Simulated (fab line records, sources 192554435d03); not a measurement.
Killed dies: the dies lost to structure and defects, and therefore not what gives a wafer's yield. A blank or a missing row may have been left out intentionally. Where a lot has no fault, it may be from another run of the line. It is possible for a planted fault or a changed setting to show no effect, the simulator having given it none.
Chamber matching	flow n5-finfet	4 sister chambers for N5_MOL_CONTACT_COAG_DESCUM_13 on rie-diel-05
The step chemistry O2, time 7 s. 4 wafers are shown with their chamber, then 9 later ones without.

== WAFERS, EACH WITH ITS CHAMBER ==
wafer	chamber	throttle-valve-pct (%)
L083.1	3	20.21
L083.4	0	20.07
L087.2	2	20.16
L087.6	1	20.52

== WAFERS WITH NO CHAMBER GIVEN ==
wafer	throttle-valve-pct (%)
L093.1	20.55
L093.2	20.26
L093.6	20.25
L094.2	20.55
L094.5	20.27
L094.6	20.20
L097.1	20.55
L097.3	20.23
L097.5	20.20

== THE CHAMBER EACH PASSED THROUGH ==
wafer	from the rows above	in truth
L093.1	1	1
L093.2	can't be placed: 3 or 2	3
L093.6	can't be placed: 3 or 2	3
L094.2	1	1
L094.5	can't be placed: 3 or 2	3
L094.6	can't be placed: 3 or 2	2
L097.1	1	1
L097.3	can't be placed: 3 or 2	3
L097.5	can't be placed: 3 or 2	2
3 of 9 placed correctly. Unplaceable from these rows: 6, with the true chamber sitting among the candidates in 6. Placed wrongly: 0.
How it was worked out, from the rows above alone: a wafer's distance from a chamber is the root of the sum, over the readings, of the square of ((its reading less the chamber's mean) divided by the reading's scatter). The wafer belongs to the nearest chamber; if the next one is less than 2 further off, it can't be placed. Each chamber's mean is taken over the wafers shown for it. The scatter: root of mean squared gap, hidden wafer to nearest shown wafer, with one shown wafer a chamber.
